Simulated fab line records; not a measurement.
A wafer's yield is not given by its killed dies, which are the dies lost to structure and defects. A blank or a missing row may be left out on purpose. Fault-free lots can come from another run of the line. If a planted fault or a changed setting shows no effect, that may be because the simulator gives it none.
fab line records	flow nand_harc
[record] lots = 11	wafers = 33	last_day = 33
route steps=1302 shown P_M0@278 P_M1@303 END@1302
lots that met no fault: from a run of the same line without faults
start_h: the number of hours between the record's first day and the start of the first shown wafer of the lot	wait_h: hours since the lot's step before	" unchanged from the row above	L1.1+2: a single row standing in for several wafers	- value missing, or start not given	* or withheld: withheld	< > ~ a bound
route shown NAME@n: names a module that has steps shown in the file, with the first one's number in the route	usual: mean and standard deviation over wafers with no fault	same: alike in all rows	chamber/n: place in a boat	sites: each site's reading	_std_site: standard deviation of those values	_edge_site: outer sites' mean less inner sites'	radius_mm: how far each site lies from the wafer's centre	mask NAME#n: copy n	behind: tool/chamber where the wafer was last shaped	hold: what put the lot on hold/how long, in hours/how the hold closed	device: whichever transistor did not switch (one of n, p or np)	end of line: the route-end tests of the same wafers	step lacking rows: just its recipe	killed: at the first sort, the dies lost to defects and structure; wafer yield is something else	map: a wafer's dies, marking killed ones x, the rest . and places with no die _
set.NAME: setting as actually run; set.NAME@STEP: the setting as run at that earlier step	model.NAME: the simulator's own value behind a step, which no gauge read
a sample of lots followed through the steps of the route, with each step as a table and each wafer as a row
services: from which hour (start_h, from the record's first day; less than 0 if before it) a tool's chamber was out of use, for how many hours, and why
[[steps]]
[step NHARC_P_M0_CMP_23]
[recipe] t_overpolish_s = 20	target_thk_nm = 117.54
[usual] motor_current_A = 12.4/1.6	time_to_endpoint_s = 28.7/2.6
[same] t_overpolish_s = 20
lot.wafer	tool	chamber	start_h	wait_h	motor_current_A	time_to_endpoint_s
L925.4	cmp-02	0	127.90	-	14.0	31.4
L925.2	"	1	"	"	12.2	32.0
L925.5	"	0	"	"	14.2	30.0
L924.3	cmp-04	2	128.72	-	13.2	25.5
L924.4	"	0	"	"	12.4	28.4
L924.6	"	1	"	"	12.0	32.4
L926.4	cmp-02	2	148.45	-	15.5	31.1
L926.1	"	3	"	"	10.6	27.4
L926.5	"	1	"	"	12.8	32.2
L935.4	cmp-04	0	230.62	-	13.6	28.7
L935.1	"	2	"	"	12.9	28.2
L935.3	"	3	"	"	9.7	28.7
L936.2	cmp-04	0	247.73	-	13.4	28.1
L936.5	"	2	"	"	12.5	28.3
L936.6	"	3	"	"	10.0	27.5
L940.3	cmp-02	2	284.26	-	14.2	24.7
L940.1	"	3	"	"	9.7	24.7
L940.5	"	1	"	"	12.1	27.8
L943.4	cmp-01	3	318.61	-	11.6	31.0
L943.6	"	2	"	"	13.8	32.5
L943.5	"	3	"	"	11.6	30.3
L944.4	cmp-04	2	323.60	-	12.9	27.9
L944.3	"	3	"	"	9.4	29.3
L944.2	"	0	"	"	12.5	29.8
L945.4	cmp-01	0	329.83	-	11.8	30.0
L945.1	"	2	"	"	13.8	30.5
L945.6	"	0	"	"	11.6	29.5
L946.4	cmp-01	1	350.91	-	15.5	30.5
L946.6	"	2	"	"	13.9	31.2
L946.5	"	3	"	"	12.5	29.0
L947.2	cmp-04	1	351.38	-	11.6	32.4
L947.4	"	3	"	"	9.9	30.2
L947.6	"	1	"	"	12.1	32.6
[step NHARC_P_M0_THK_MEAS_24]
[recipe] thk_meas_gauge = xrf
[usual] thk_nm = 117.6/1.4
lot.wafer	tool	chamber	start_h	wait_h	thk_nm
L925.2	film_metro-01	-	128.22	-	116.4
L925.4	"	-	"	"	116.2
L925.5	"	-	"	"	118.9
L924.3	film_metro-01	-	129.01	-	118.3
L924.4	"	-	"	"	117.3
L924.6	"	-	"	"	120.2
L926.1	film_metro-01	-	148.71	-	118.1
L926.4	"	-	"	"	116.6
L926.5	"	-	"	"	118.0
L935.1	film_metro-02	-	230.93	-	115.2
L935.3	"	-	"	"	116.4
L935.4	"	-	"	"	117.2
L936.2	film_metro-01	-	247.99	-	118.1
L936.5	"	-	"	"	115.6
L936.6	"	-	"	"	116.8
L940.1	film_metro-01	-	284.55	-	117.3
L940.3	"	-	"	"	115.7
L940.5	"	-	"	"	118.2
L943.4	film_metro-02	-	318.90	-	119.0
L943.5	"	-	"	"	115.3
L943.6	"	-	"	"	118.8
L944.2	film_metro-02	-	323.92	-	115.5
L944.3	"	-	"	"	117.4
L944.4	"	-	"	"	115.7
L945.1	film_metro-02	-	330.15	-	119.0
L945.4	"	-	"	"	117.6
L945.6	"	-	"	"	118.3
L946.4	film_metro-01	-	351.14	-	116.3
L946.5	"	-	"	"	112.7
L946.6	"	-	"	"	118.0
L947.2	film_metro-01	-	351.66	-	119.3
L947.4	"	-	"	"	115.8
L947.6	"	-	"	"	116.9
[step NHARC_P_M1_ETCH_28]
[recipe] target_depth_a = 300	over_etch_frac = 0.3	time_s = 72.99	ion_energy_ev = 150	cf4_flow_sccm = 50	n2_flow_sccm = 100	ar_flow_sccm = 150	rf_w = 300	bias_w = 100	chemistry = CF4/N2
[usual] drypump_motor_current_A = 5.6/0.41	mfc_ar_sccm = 150.0/0.46	oes_product_au = 1.001/0.0091	rf_fwd_power_W = 297.5/0.98	rf_vpp_V = 313.9/2.3	run_length_s = 94.6/0.52	showerhead_plenum_p_Torr = 2.60/0.13	throttle_valve_pct = 19.794/0.009
lot.wafer	tool	chamber	start_h	wait_h	drypump_motor_current_A	mfc_ar_sccm	oes_product_au	rf_fwd_power_W	rf_hours_counter_h	rf_vpp_V	run_length_s	showerhead_plenum_p_Torr	throttle_valve_pct
L925.2	rie_diel-13	3	130.61	-	5.5	150.5	1.014	297.8	52	315.4	94.2	2.68	19.816
L925.4	"	0	"	"	5.4	149.7	0.991	296.3	53	316.4	94.3	2.68	19.789
L925.5	"	3	"	"	5.5	150.3	1.007	296.6	-	315.1	94.4	2.68	19.794
L924.3	rie_diel-12	2	131.48	-	4.8	149.8	0.993	298.0	2	316.5	93.5	2.69	19.792
L924.6	"	3	"	"	5.3	149.7	0.993	296.1	-	310.0	94.6	2.46	19.776
L924.4	"	0	"	"	5.8	150.1	0.990	296.2	-	316.6	94.9	2.75	19.766
L926.1	rie_diel-12	0	150.97	-	5.8	149.8	0.996	298.6	4	318.1	94.6	2.75	19.798
L926.4	"	1	"	"	5.6	150.0	0.997	297.3	2	313.5	95.2	2.59	19.803
L926.5	"	0	"	"	5.8	150.3	0.985	297.1	-	315.5	95.3	2.75	19.799
L935.3	rie_diel-06	2	233.14	-	5.8	149.9	1.004	298.4	9	317.2	94.0	2.78	19.802
L935.4	"	0	"	"	6.4	151.2	0.986	-	8	312.0	75.9	2.45	19.797
L935.1	"	1	"	"	5.6	149.9	0.999	297.4	10	311.6	94.8	2.45	19.785
L936.2	rie_diel-06	0	250.23	-	6.4	150.1	0.980	-	9	312.1	76.0	2.45	19.798
L936.6	"	1	"	"	5.6	149.8	1.024	297.1	-	311.9	94.6	2.45	19.786
L936.5	"	2	"	"	5.8	150.0	1.011	298.6	-	315.6	94.0	2.78	19.797
L940.1	rie_diel-12	2	287.00	-	4.9	149.8	0.994	297.1	0	315.5	93.4	2.68	19.794
L940.3	"	3	"	"	5.3	150.0	0.997	297.2	1	311.5	94.7	2.46	19.808
L940.5	"	3	"	"	5.3	149.1	1.002	295.6	-	312.3	94.7	2.46	19.793
L943.4	rie_diel-13	1	321.32	-	5.9	150.9	0.996	298.0	47	314.0	93.7	2.57	19.811
L943.6	"	3	"	"	5.5	150.1	1.009	298.1	-	314.5	94.3	2.65	19.784
L943.5	"	0	"	"	5.3	149.6	0.989	298.0	-	314.0	94.4	2.65	19.796
L944.3	rie_diel-06	2	326.59	-	5.8	149.8	1.002	298.1	1	317.3	94.2	2.78	19.798
L944.2	"	0	"	"	6.4	149.9	0.996	296.2	2	312.5	94.9	2.45	19.792
L944.4	"	1	"	"	5.6	149.5	1.004	298.6	2	312.3	95.0	2.44	19.799
L945.1	rie_diel-13	3	332.61	-	5.5	150.1	0.997	298.6	54	315.0	94.2	2.65	19.805
L945.4	"	2	"	"	5.1	150.9	1.000	298.1	-	314.9	94.4	2.70	19.781
L945.6	"	1	"	"	5.9	149.4	0.990	297.4	-	314.5	94.0	2.57	19.791
L946.4	rie_diel-06	2	353.41	-	5.8	149.5	0.994	297.2	4	315.5	94.0	2.78	19.793
L946.6	"	3	"	"	5.3	149.3	1.011	296.8	-	314.9	95.6	2.64	19.776
L946.5	"	0	"	"	6.3	150.2	1.004	296.3	-	310.8	95.1	2.45	19.801
L947.4	rie_diel-06	1	354.36	-	5.6	149.4	1.010	297.3	4	309.9	95.0	2.44	19.790
L947.2	"	3	"	"	5.3	150.2	1.011	297.2	4	313.6	95.4	2.64	19.793
L947.6	"	1	"	"	5.6	150.3	1.001	297.6	-	312.3	94.7	2.44	19.805
[step NHARC_P_M1_THK_MEAS_24]
[recipe] thk_meas_gauge = xrf
[usual] thk_nm = 157.9/1.4
lot.wafer	tool	chamber	start_h	wait_h	thk_nm
L925.2	film_metro-02	-	132.71	-	160.1
L925.4	"	-	"	"	157.1
L925.5	"	-	"	"	159.1
L924.3	film_metro-02	-	133.27	-	159.1
L924.4	"	-	"	"	158.2
L924.6	"	-	"	"	156.1
L926.1	film_metro-02	-	152.76	-	157.2
L926.4	"	-	"	"	159.7
L926.5	"	-	"	"	157.5
L935.1	film_metro-01	-	234.93	-	157.8
L935.3	"	-	"	"	158.4
L935.4	"	-	"	"	157.7
L936.2	film_metro-02	-	252.00	-	157.7
L936.5	"	-	"	"	158.0
L936.6	"	-	"	"	157.8
L940.1	film_metro-01	-	288.80	-	157.4
L940.3	"	-	"	"	159.8
L940.5	"	-	"	"	156.3
L943.4	film_metro-01	-	323.36	-	157.5
L943.5	"	-	"	"	157.3
L943.6	"	-	"	"	156.9
L944.2	film_metro-02	-	328.40	-	156.7
L944.3	"	-	"	"	154.5
L944.4	"	-	"	"	155.9
L945.1	film_metro-01	-	334.41	-	158.9
L945.4	"	-	"	"	160.1
L945.6	"	-	"	"	159.5
L946.4	film_metro-01	-	355.23	-	156.7
L946.5	"	-	"	"	157.6
L946.6	"	-	"	"	157.2
L947.2	film_metro-01	-	356.15	-	157.6
L947.4	"	-	"	"	158.7
L947.6	"	-	"	"	156.1
[step NHARC_END_SORT_01]
[recipe] temp_c = 25
[usual] defect_limited_yield = 91.0/2.8	killed_at_array = 56/18	killed_at_other = 1.4/1.5	killed_at_periphery = 4/3.1	killed_dies = 61/19	killed_open = 3.5/1.8	killed_short = 2.4/1.4
[same] gross_dies = 677
lot.wafer	tool	chamber	start_h	wait_h	defect_limited_yield[%]	killed_at_array	killed_at_other	killed_at_periphery	killed_dies	killed_open	killed_short
L925.2	prober-01	0	562.15	2.8	95.4	27	1	3	31	3	3
L925.4	prober-01	0	563.75	3.4	97.0	17	2	1	20	1	4
L925.5	prober-01	0	564.55	3.7	96.0	21	0	6	27	5	2
L924.3	prober-02	0	562.99	3.1	90.5	63	0	1	64	2	2
L924.4	prober-02	0	563.80	3.4	90.4	64	1	0	65	3	1
L924.6	prober-02	0	565.42	4.0	87.4	81	0	4	85	3	5
L926.1	prober-01	0	592.95	2.5	90.0	60	2	6	68	3	1
L926.4	prober-01	0	595.32	3.4	90.8	54	3	5	62	7	1
L926.5	prober-01	0	596.12	3.7	90.7	54	1	8	63	3	2
L935.1	prober-02	0	684.31	2.5	91.0	50	4	7	61	7	2
L935.3	prober-02	0	685.90	3.1	91.9	45	5	5	55	2	3
L935.4	prober-02	0	686.70	3.4	92.2	46	0	7	53	3	0
L936.2	prober-01	0	709.54	2.8	88.2	75	0	5	80	3	2
L936.5	prober-01	0	711.92	3.7	88.8	72	0	4	76	2	5
L936.6	prober-01	0	712.71	4.0	87.7	80	0	3	83	3	4
L940.1	prober-01	0	721.77	2.5	90.8	54	1	7	62	1	1
L940.3	prober-01	0	723.37	3.1	89.2	68	3	2	73	3	3
L940.5	prober-01	0	724.97	3.7	89.4	64	1	7	72	4	0
L943.4	prober-01	0	764.15	3.4	94.5	34	0	3	37	5	0
L943.5	prober-01	0	764.96	3.7	94.5	35	0	2	37	2	2
L943.6	prober-01	0	765.77	4.1	95.6	28	0	2	30	2	2
L945.1	prober-02	0	770.66	2.5	90.5	59	3	2	64	4	0
L945.4	prober-02	0	773.06	3.4	92.6	46	0	4	50	3	3
L945.6	prober-02	0	774.66	4.0	92.2	45	3	5	53	1	0
L944.2	prober-01	0	771.17	2.8	84.6	99	4	1	104	1	1
L944.3	prober-01	0	771.97	3.1	85.5	93	4	1	98	3	5
L944.4	prober-01	0	772.76	3.4	88.2	78	0	2	80	0	4
L946.4	prober-01	0	790.54	3.4	90.0	61	2	5	68	3	2
L946.5	prober-01	0	791.34	3.7	84.8	97	4	2	103	5	3
L946.6	prober-01	0	792.14	4.0	86.7	83	2	5	90	2	2
L947.2	prober-02	0	799.47	2.8	94.2	39	0	0	39	4	6
L947.4	prober-02	0	801.08	3.4	95.9	26	0	2	28	2	1
L947.6	prober-02	0	802.69	4.0	95.6	29	0	1	30	0	4
// killed by level:class
L925.2 A_CHANNEL_HOLE_D2:chamber_film_flake=11 A_STAIRCASE:chamber_film_flake=9 P_ZERO_WELL:chamber_film_flake=2 A_ONON_D1:geometric_particle:short=1 A_CHANNEL_HOLE_D1:geometric_particle:short=1 A_ONON_D2:geometric_particle:open=1 A_WL_FILL:geometric_particle:short=1 A_WL_FILL:geometric_particle:open=1
L924.3 A_CHANNEL_HOLE_D1:chamber_film_flake=30 A_SLIT:chamber_film_flake=19 A_CONTACT:chamber_film_flake=3 A_CHANNEL_FILL_D1:chamber_film_flake=2 A_CHANNEL_HOLE_D2:chamber_film_flake=2 A_STAIRCASE:chamber_film_flake=2 A_ONON_D2:geometric_particle:open=1 A_CHANNEL_FILL_D2:geometric_particle:open=1
L925.4 A_STAIRCASE:chamber_film_flake=5 A_CHANNEL_HOLE_D2:chamber_film_flake=4 A_WL_FILL:geometric_particle:short=2 THIN_TSV:chamber_film_flake=2 A_ONON_D2:geometric_particle:open=1 A_ONON_D2:geometric_particle:short=1 A_CHANNEL_FILL_D2:geometric_particle:short=1 P_ZERO_WELL:chamber_film_flake=1
L924.4 A_CHANNEL_HOLE_D1:chamber_film_flake=34 A_SLIT:chamber_film_flake=19 A_CHANNEL_HOLE_D2:chamber_film_flake=2 A_ONON_D1:geometric_particle:short=1 A_CONTACT:geometric_particle:open=1 A_M0:geometric_particle:open=1 A_M1:geometric_particle:open=1 A_ZERO_WELL:chamber_film_flake=1
L925.5 A_CHANNEL_HOLE_D2:chamber_film_flake=6 A_STAIRCASE:chamber_film_flake=5 P_M0:chamber_film_flake=3 A_M0:geometric_particle:open=2 A_CONTACT:chamber_film_flake=2 P_GATE:geometric_particle:open=1 P_CONTACT:geometric_particle:open=1 A_ONON_D1:geometric_particle:short=1
L924.6 A_CHANNEL_HOLE_D1:chamber_film_flake=29 A_SLIT:chamber_film_flake=25 A_CHANNEL_HOLE_D2:chamber_film_flake=11 A_CONTACT:chamber_film_flake=6 P_GATE:geometric_particle:open=1 P_M0:geometric_particle:open=1 A_ONON_D1:geometric_particle:short=1 A_CHANNEL_FILL_D1:geometric_particle:short=1
L926.1 A_CHANNEL_HOLE_D2:chamber_film_flake=42 P_M2:chamber_film_flake=5 A_CONTACT:chamber_film_flake=4 A_SGD_CUT:chamber_film_flake=3 A_M0:geometric_particle:open=2 A_CHANNEL_HOLE_D1:chamber_film_flake=2 A_WL_FILL:chamber_film_flake=2 A_STAIRCASE:chamber_film_flake=2
L926.4 A_CHANNEL_HOLE_D2:chamber_film_flake=35 A_CONTACT:chamber_film_flake=4 A_ONON_D2:geometric_particle:open=3 A_BONDPAD:chamber_film_flake=3 THIN_TSV:chamber_film_flake=3 P_CONTACT:geometric_particle:open=2 A_M0:geometric_particle:open=2 P_STI:chamber_film_flake=2
L926.5 A_CHANNEL_HOLE_D2:chamber_film_flake=30 P_M2:chamber_film_flake=6 A_CHANNEL_HOLE_D1:chamber_film_flake=6 A_CONTACT:chamber_film_flake=4 A_WL_FILL:chamber_film_flake=3 A_DECK1_JOINT:chamber_film_flake=2 A_SGD_CUT:chamber_film_flake=2 P_CONTACT:geometric_particle:short=1
L935.1 A_SLIT:chamber_film_flake=29 P_GATE:chamber_film_flake=4 A_CHANNEL_HOLE_D1:chamber_film_flake=4 THIN_TSV:chamber_film_flake=4 A_CHANNEL_FILL_D1:geometric_particle:open=3 A_BLC:geometric_particle:open=3 P_BONDPAD:chamber_film_flake=3 A_STAIRCASE:chamber_film_flake=3
L935.3 A_SLIT:chamber_film_flake=29 THIN_TSV:chamber_film_flake=4 A_CONTACT:chamber_film_flake=3 P_STI:chamber_film_flake=2 P_BONDPAD:chamber_film_flake=2 A_CHANNEL_HOLE_D2:chamber_film_flake=2 A_STAIRCASE:chamber_film_flake=2 A_WL_FILL:chamber_film_flake=2
L935.4 A_SLIT:chamber_film_flake=36 P_BONDPAD:chamber_film_flake=3 A_CHANNEL_HOLE_D1:chamber_film_flake=3 P_GATE:chamber_film_flake=2 A_CONTACT:chamber_film_flake=2 P_CONTACT:geometric_particle:open=1 A_SGD_CUT:geometric_particle:open=1 A_CONTACT:geometric_particle:open=1
L936.2 A_CHANNEL_HOLE_D1:chamber_film_flake=34 A_SLIT:chamber_film_flake=32 P_ZERO_WELL:chamber_film_flake=2 A_STAIRCASE:chamber_film_flake=2 P_M0:geometric_particle:open=1 P_M0:geometric_particle:short=1 A_ONON_D1:geometric_particle:short=1 A_ONON_D1:geometric_particle:open=1
L936.5 A_SLIT:chamber_film_flake=32 A_CHANNEL_HOLE_D1:chamber_film_flake=31 A_DECK1_JOINT:geometric_particle:short=2 P_M0:geometric_particle:short=1 P_M2:geometric_particle:short=1 A_STAIRCASE:geometric_particle:open=1 A_WL_FILL:geometric_particle:short=1 A_CONTACT:geometric_particle:open=1
L936.6 A_CHANNEL_HOLE_D1:chamber_film_flake=35 A_SLIT:chamber_film_flake=30 A_WL_FILL:chamber_film_flake=6 P_M0:geometric_particle:short=1 A_SOURCE_PLATE:geometric_particle:short=1 A_CHANNEL_HOLE_D1:geometric_particle:short=1 A_ONON_D2:geometric_particle:open=1 A_CHANNEL_HOLE_D2:geometric_particle:short=1
L940.1 A_SLIT:chamber_film_flake=28 A_CHANNEL_HOLE_D2:chamber_film_flake=17 P_GATE:chamber_film_flake=5 A_CHANNEL_HOLE_D1:chamber_film_flake=3 A_SGD_CUT:chamber_film_flake=2 A_WL_FILL:chamber_film_flake=2 P_M0:geometric_particle:open=1 STARTING-WAFER:geometric_particle:short=1
L940.3 A_SLIT:chamber_film_flake=31 A_CHANNEL_HOLE_D2:chamber_film_flake=16 A_CHANNEL_HOLE_D1:chamber_film_flake=10 A_CHANNEL_FILL_D2:chamber_film_flake=3 THIN_TSV:chamber_film_flake=2 P_CONTACT:geometric_particle:open=1 A_DECK1_JOINT:geometric_particle:open=1 A_WL_FILL:geometric_particle:short=1
L940.5 A_SLIT:chamber_film_flake=28 A_CHANNEL_HOLE_D2:chamber_film_flake=18 A_CHANNEL_HOLE_D1:chamber_film_flake=11 P_GATE:chamber_film_flake=6 P_M0:geometric_particle:open=1 A_SOURCE_PLATE:geometric_particle:open=1 A_CHANNEL_FILL_D1:geometric_particle:open=1 A_CHANNEL_FILL_D2:geometric_particle:open=1
L943.4 A_CHANNEL_HOLE_D1:chamber_film_flake=14 A_SLIT:chamber_film_flake=7 A_STAIRCASE:chamber_film_flake=3 A_M0:geometric_particle:open=2 P_STI:chamber_film_flake=2 A_CONTACT:chamber_film_flake=2 P_M0:geometric_particle:open=1 A_SOURCE_PLATE:geometric_particle:open=1
L943.5 A_CHANNEL_HOLE_D1:chamber_film_flake=16 A_SLIT:chamber_film_flake=4 A_CHANNEL_FILL_D1:chamber_film_flake=3 A_CHANNEL_HOLE_D2:chamber_film_flake=2 A_CONTACT:chamber_film_flake=2 P_GATE:geometric_particle:open=1 A_ONON_D2:geometric_particle:short=1 A_ONON_D2:geometric_particle:open=1
L943.6 A_CHANNEL_HOLE_D1:chamber_film_flake=10 A_SLIT:chamber_film_flake=5 A_BONDPAD:chamber_film_flake=3 A_ONON_D1:geometric_particle:short=2 P_STI:chamber_film_flake=2 A_CHANNEL_FILL_D1:chamber_film_flake=2 A_DECK1_JOINT:geometric_particle:open=1 A_CHANNEL_FILL_D2:geometric_particle:open=1
L945.1 A_SLIT:chamber_film_flake=32 A_CHANNEL_HOLE_D2:chamber_film_flake=7 A_CONTACT:chamber_film_flake=7 A_CHANNEL_HOLE_D1:unspecified=3 THIN_TSV:chamber_film_flake=3 A_STAIRCASE:chamber_film_flake=2 A_ONON_D1:geometric_particle:open=1 A_DECK1_JOINT:geometric_particle:open=1
L944.2 A_SLIT:chamber_film_flake=32 A_CHANNEL_HOLE_D2:chamber_film_flake=31 A_CONTACT:chamber_film_flake=18 A_CHANNEL_HOLE_D1:chamber_film_flake=9 THIN_TSV:chamber_film_flake=4 A_DECK1_JOINT:chamber_film_flake=2 A_M0:chamber_film_flake=2 A_BONDPAD:chamber_film_flake=2
L944.3 A_SLIT:chamber_film_flake=36 A_CHANNEL_HOLE_D2:chamber_film_flake=24 A_CHANNEL_HOLE_D1:chamber_film_flake=11 A_CONTACT:chamber_film_flake=10 THIN_TSV:chamber_film_flake=4 A_CHANNEL_FILL_D1:geometric_particle:short=2 A_STAIRCASE:chamber_film_flake=2 P_GATE:geometric_particle:short=1
L944.4 A_SLIT:chamber_film_flake=24 A_CHANNEL_HOLE_D2:chamber_film_flake=21 A_CHANNEL_HOLE_D1:chamber_film_flake=17 A_CONTACT:chamber_film_flake=8 A_STAIRCASE:chamber_film_flake=2 P_GATE:geometric_particle:short=1 A_CHANNEL_HOLE_D1:geometric_particle:short=1 A_CHANNEL_HOLE_D2:geometric_particle:short=1
L945.4 A_SLIT:chamber_film_flake=28 A_STAIRCASE:chamber_film_flake=4 A_CHANNEL_HOLE_D2:chamber_film_flake=3 A_CONTACT:chamber_film_flake=3 P_CONTACT:geometric_particle:open=2 A_CHANNEL_FILL_D1:geometric_particle:short=2 A_CHANNEL_HOLE_D1:unspecified=2 P_M0:geometric_particle:open=1
L945.6 A_SLIT:chamber_film_flake=33 A_CHANNEL_HOLE_D2:chamber_film_flake=3 A_STAIRCASE:chamber_film_flake=3 THIN_TSV:chamber_film_flake=3 P_M1:chamber_film_flake=2 P_M2:chamber_film_flake=2 A_CHANNEL_HOLE_D1:chamber_film_flake=2 A_CHANNEL_FILL_D2:geometric_particle:open=1
L946.4 A_CHANNEL_HOLE_D2:chamber_film_flake=21 A_SLIT:chamber_film_flake=18 A_CHANNEL_HOLE_D1:chamber_film_flake=10 A_CONTACT:chamber_film_flake=6 P_GATE:chamber_film_flake=2 A_STAIRCASE:chamber_film_flake=2 P_GATE:geometric_particle:open=1 P_CONTACT:geometric_particle:open=1
L946.5 A_CHANNEL_HOLE_D2:chamber_film_flake=31 A_SLIT:chamber_film_flake=30 A_CHANNEL_HOLE_D1:chamber_film_flake=12 A_CONTACT:chamber_film_flake=11 THIN_TSV:chamber_film_flake=3 A_DECK1_JOINT:geometric_particle:short=2 A_DECK1_JOINT:chamber_film_flake=2 A_STAIRCASE:chamber_film_flake=2
L946.6 A_CHANNEL_HOLE_D2:chamber_film_flake=36 A_SLIT:chamber_film_flake=33 A_CHANNEL_HOLE_D1:chamber_film_flake=5 P_GATE:chamber_film_flake=2 A_DECK1_JOINT:chamber_film_flake=2 A_CONTACT:chamber_film_flake=2 THIN_TSV:chamber_film_flake=2 P_M0:geometric_particle:open=1
L947.2 A_SLIT:chamber_film_flake=10 A_CONTACT:chamber_film_flake=9 A_CHANNEL_FILL_D2:chamber_film_flake=4 A_ONON_D2:geometric_particle:open=2 A_CHANNEL_HOLE_D2:chamber_film_flake=2 A_STAIRCASE:chamber_film_flake=2 A_M0:chamber_film_flake=2 A_ONON_D1:geometric_particle:short=1
L947.4 A_SLIT:chamber_film_flake=9 A_CONTACT:chamber_film_flake=9 P_M2:geometric_particle:open=1 A_CHANNEL_HOLE_D2:geometric_particle:short=1 A_M1:geometric_particle:open=1 P_ZERO_WELL:chamber_film_flake=1 A_ZERO_WELL:chamber_film_flake=1 A_CHANNEL_FILL_D1:chamber_film_flake=1
L947.6 A_CONTACT:chamber_film_flake=10 A_SLIT:chamber_film_flake=9 A_CHANNEL_FILL_D2:chamber_film_flake=2 A_STAIRCASE:chamber_film_flake=2 A_ONON_D1:geometric_particle:short=1 A_CHANNEL_HOLE_D2:geometric_particle:short=1 A_SGD_CUT:geometric_particle:short=1 A_WL_FILL:geometric_particle:short=1
[[services]]
tool	chamber	start_h	hours	kind
rie_diel-12	2	110.85	8.3	repair
cmp-04	-	111.37	4.0	pm
rie_diel-12	1	127.38	14.8	repair
rie_diel-06	-	130.20	9.0	pm
cmp-02	-	134.50	4.0	pm
cmp-02	-	139.21	1.9	repair
rie_diel-06	0	154.93	4.5	repair
rie_diel-13	-	166.85	9.0	pm
cmp-01	-	172.48	0.7	repair
cmp-01	-	185.50	4.0	pm
cmp-01	-	198.60	1.7	repair
rie_diel-06	3	199.18	2.7	repair
cmp-04	-	209.37	4.0	pm
rie_diel-13	-	228.64	1.2	repair
cmp-02	-	232.50	4.0	pm
rie_diel-12	0	233.15	14.6	repair
cmp-01	-	244.39	47.5	repair
cmp-04	-	249.36	12.3	repair
rie_diel-12	-	268.40	9.0	pm
rie_diel-12	1	280.85	24.9	repair
cmp-01	-	291.89	4.0	pm
rie_diel-06	-	307.20	9.0	pm
cmp-04	-	307.37	4.0	pm
cmp-02	-	330.50	4.0	pm
[[key]]
[first_sign] step = NHARC_P_M1_ETCH_28	reading = run_length_s	direction = down	sigmas = 36	usual = *	struck = *
effect none on later readings
met_at NHARC_P_M1_ETCH_28
struck_lots L935,L936
struck_wafers L935.4,L936.2
not_acting_at NHARC_P_M0_CMP_23,NHARC_P_M0_THK_MEAS_24,NHARC_P_M1_THK_MEAS_24
[fault] kind = process_parameter_drift	tool = rie_diel-06	chamber = 0	onset_h = 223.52	steps = NHARC_P_M1_ETCH_28	channel = time_s	offset = *	shape = step	end_h = 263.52	acts_in = *	stated = *
